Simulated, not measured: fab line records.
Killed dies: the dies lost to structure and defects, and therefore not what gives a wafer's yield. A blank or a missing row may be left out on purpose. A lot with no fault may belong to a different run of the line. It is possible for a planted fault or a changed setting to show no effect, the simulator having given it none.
Split-lot trial :: flow n5_finfet :: 21 wafers read across 7 lots, on a route 1938 steps long

## ABOUT THE SPLIT
At N5_PMOS_HMC_CHANNEL_EPI_HM_DEP_34 (deposits SiO2 from TEOS/O2, target thk 36 nm, time 6.9 s), the setting time_s was moved away from the recipe's 6.9 s on 4 of the 21 wafers read, by -12.2% to +7.1%. For the rest of the wafers, this setting stayed at what the recipe calls for.

## FROM THE SPLIT TO THE READING: what the file shows between them, 9 steps
- N5_PMOS_HMC_CHANNEL_EPI_PEB_07: peb time 60 s (also split here: peb_temp_c)
- N5_PMOS_HMC_CHANNEL_EPI_DEVELOP_08: develop time 30 s
- N5_PMOS_HMC_CHANNEL_EPI_CD_MEAS_09: target cd 237.4 nm
- N5_PMOS_HMC_CHANNEL_EPI_DESCUM_14: chemistry O2, time 7.9 s
- N5_PMOS_HMC_CHANNEL_EPI_ETCH_32: etches BARC in N2/H2, stops on SiO2, target depth 85.8 nm, time 50.3 s
- N5_PMOS_HMC_CHANNEL_EPI_HM_OPEN_15: chemistry CHF3/O2, target SiO2, target depth 40.6 nm, time 20.3 s
- N5_PMOS_HMC_CHANNEL_EPI_STRIP_33: strips in N2/H2
- N5_PMOS_HMC_CHANNEL_EPI_STRIP_17: strips in SPM, time 750 s
- N5_PMOS_HMC_CHANNEL_EPI_ETCH_38: etches SiO2 in CF4, target depth 1.5 nm

## THE READING
SiO2_of_PMOS_HMC_CHANNEL_EPI_HM_DEP_34.thk_nm (the simulator's own value, which no gauge read), in nm, at N5_PMOS_HMC_CHANNEL_EPI_FIN_RECESS_16 (chemistry HBr/Cl2, target Si, target depth 54 nm, time 18 s). There is no usual value for it anywhere in the file. Here, 17 wafers ran the recipe; their average is 30.43 nm with a standard deviation of 0.45 nm.

wafer: L077.1
tool, chamber at the split: pecvd-02, 1
time_s as run, s: 6.9
against the recipe: recipe
SiO2_of_PMOS_HMC_CHANNEL_EPI_HM_DEP_34.thk_nm, nm: 30.43
against lot-mates on the recipe: -

wafer: L077.2
tool, chamber at the split: pecvd-02, 0
time_s as run, s: 6.9
against the recipe: recipe
SiO2_of_PMOS_HMC_CHANNEL_EPI_HM_DEP_34.thk_nm, nm: 30.3
against lot-mates on the recipe: -

wafer: L077.4
tool, chamber at the split: pecvd-02, 2
time_s as run, s: 6.9
against the recipe: recipe
SiO2_of_PMOS_HMC_CHANNEL_EPI_HM_DEP_34.thk_nm, nm: 30.67
against lot-mates on the recipe: -

wafer: L079.1
tool, chamber at the split: pecvd-01, 1
time_s as run, s: 6.9
against the recipe: recipe
SiO2_of_PMOS_HMC_CHANNEL_EPI_HM_DEP_34.thk_nm, nm: 30.73
against lot-mates on the recipe: -

wafer: L079.3
tool, chamber at the split: pecvd-01, 0
time_s as run, s: 6.9
against the recipe: recipe
SiO2_of_PMOS_HMC_CHANNEL_EPI_HM_DEP_34.thk_nm, nm: 30.39
against lot-mates on the recipe: -

wafer: L079.4
tool, chamber at the split: pecvd-01, 1
time_s as run, s: 6.9
against the recipe: recipe
SiO2_of_PMOS_HMC_CHANNEL_EPI_HM_DEP_34.thk_nm, nm: 31
against lot-mates on the recipe: -

wafer: L087.1
tool, chamber at the split: pecvd-01, 1
time_s as run, s: 6.491
against the recipe: -5.9%
SiO2_of_PMOS_HMC_CHANNEL_EPI_HM_DEP_34.thk_nm, nm: 28.29
against lot-mates on the recipe: -1.55

wafer: L087.2
tool, chamber at the split: pecvd-01, 0
time_s as run, s: 6.9
against the recipe: recipe
SiO2_of_PMOS_HMC_CHANNEL_EPI_HM_DEP_34.thk_nm, nm: 29.25
against lot-mates on the recipe: -

wafer: L087.4
tool, chamber at the split: pecvd-01, 2
time_s as run, s: 6.9
against the recipe: recipe
SiO2_of_PMOS_HMC_CHANNEL_EPI_HM_DEP_34.thk_nm, nm: 30.42
against lot-mates on the recipe: -

wafer: L089.2
tool, chamber at the split: pecvd-02, 1
time_s as run, s: 6.9
against the recipe: recipe
SiO2_of_PMOS_HMC_CHANNEL_EPI_HM_DEP_34.thk_nm, nm: 30.09
against lot-mates on the recipe: -

wafer: L089.3
tool, chamber at the split: pecvd-02, 2
time_s as run, s: 6.9
against the recipe: recipe
SiO2_of_PMOS_HMC_CHANNEL_EPI_HM_DEP_34.thk_nm, nm: 30.21
against lot-mates on the recipe: -

wafer: L089.6
tool, chamber at the split: pecvd-02, 2
time_s as run, s: 6.9
against the recipe: recipe
SiO2_of_PMOS_HMC_CHANNEL_EPI_HM_DEP_34.thk_nm, nm: 30.78
against lot-mates on the recipe: -

wafer: L092.2
tool, chamber at the split: pecvd-01, 2
time_s as run, s: 6.06
against the recipe: -12.2%
SiO2_of_PMOS_HMC_CHANNEL_EPI_HM_DEP_34.thk_nm, nm: 25.71
against lot-mates on the recipe: -4.64

wafer: L092.4
tool, chamber at the split: pecvd-01, 0
time_s as run, s: 6.9
against the recipe: recipe
SiO2_of_PMOS_HMC_CHANNEL_EPI_HM_DEP_34.thk_nm, nm: 30.47
against lot-mates on the recipe: -

wafer: L092.5
tool, chamber at the split: pecvd-01, 2
time_s as run, s: 6.9
against the recipe: recipe
SiO2_of_PMOS_HMC_CHANNEL_EPI_HM_DEP_34.thk_nm, nm: 30.23
against lot-mates on the recipe: -

wafer: L093.3
tool, chamber at the split: pecvd-02, 0
time_s as run, s: 7.39
against the recipe: +7.1%
SiO2_of_PMOS_HMC_CHANNEL_EPI_HM_DEP_34.thk_nm, nm: 33.24
against lot-mates on the recipe: +3.00

wafer: L093.5
tool, chamber at the split: pecvd-02, 0
time_s as run, s: 6.9
against the recipe: recipe
SiO2_of_PMOS_HMC_CHANNEL_EPI_HM_DEP_34.thk_nm, nm: 30.24
against lot-mates on the recipe: -

wafer: L093.6
tool, chamber at the split: pecvd-02, 2
time_s as run, s: 7.39
against the recipe: +7.1%
SiO2_of_PMOS_HMC_CHANNEL_EPI_HM_DEP_34.thk_nm, nm: 33.45
against lot-mates on the recipe: +3.21

wafer: L096.3
tool, chamber at the split: pecvd-02, 0
time_s as run, s: 6.9
against the recipe: recipe
SiO2_of_PMOS_HMC_CHANNEL_EPI_HM_DEP_34.thk_nm, nm: 29.93
against lot-mates on the recipe: -

wafer: L096.4
tool, chamber at the split: pecvd-02, 1
time_s as run, s: 6.9
against the recipe: recipe
SiO2_of_PMOS_HMC_CHANNEL_EPI_HM_DEP_34.thk_nm, nm: 31.29
against lot-mates on the recipe: -

wafer: L096.6
tool, chamber at the split: pecvd-02, 0
time_s as run, s: 6.9
against the recipe: recipe
SiO2_of_PMOS_HMC_CHANNEL_EPI_HM_DEP_34.thk_nm, nm: 30.83
against lot-mates on the recipe: -

FIT RESULTS
A straight line over all 21 wafers: SiO2_of_PMOS_HMC_CHANNEL_EPI_HM_DEP_34.thk_nm changes by +0.393 nm for each +1% of time_s; r = +0.96; the points scatter about the line by 0.43 nm.
The same after taking each lot's own level away (the mean of its wafers on the recipe; 21 wafers): +0.387 nm for each +1%; r = +0.97; scatter 0.39 nm.
According to that fit, moving time_s by its largest amount changes the reading by 4.7 nm.
From 29.835 to 30.707 nm: that is the span of the lots' own levels, equal to 1.9 times the standard deviation above.
Hence the lot-to-lot level has little effect on the slope; both slopes agree.
Check: for one of the wafers moved furthest among these (-12.2%), held out of the fit, the line's prediction against its lot-mates is -4.64 nm. Against them it came out at -4.64 nm.

## FURTHER SPLITS ON THESE WAFERS
Before the reading, these wafers also passed through other splits. Each is held against what the fit with the lots' levels taken away leaves over:
other split on the same wafers: N5_PMOS_HMC_CHANNEL_EPI_PEB_07 peb_temp_c
wafers away from the commonest value: 8
r with SiO2_of_PMOS_HMC_CHANNEL_EPI_HM_DEP_34.thk_nm (lot level and that fit taken away): +0.20

## THE WHOLE CHAIN: every reading that the file lists as answering this split, in the file's order
step: N5_PMOS_HMC_CHANNEL_EPI_HM_DEP_34
what it does: deposits SiO2 from TEOS/O2, target thk 36 nm, time 6.9 s
reading: SiO2_of_PMOS_HMC_CHANNEL_EPI_HM_DEP_34.thk_nm (the simulator's own value, which no gauge read)
change (the file's fit): +0.37 nm for each +1% of the setting
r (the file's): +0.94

step: N5_PMOS_HMC_CHANNEL_EPI_FIN_RECESS_16
what it does: chemistry HBr/Cl2, target Si, target depth 54 nm, time 18 s
reading: SiO2_of_PMOS_HMC_CHANNEL_EPI_HM_DEP_34.thk_nm (the simulator's own value, which no gauge read)
change (the file's fit): +0.375 nm for each +1% of the setting
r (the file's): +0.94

## THE FILE'S OWN FIT
SiO2_of_PMOS_HMC_CHANNEL_EPI_HM_DEP_34.thk_nm changes by +0.375 nm for each +1% of time_s, r = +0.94.
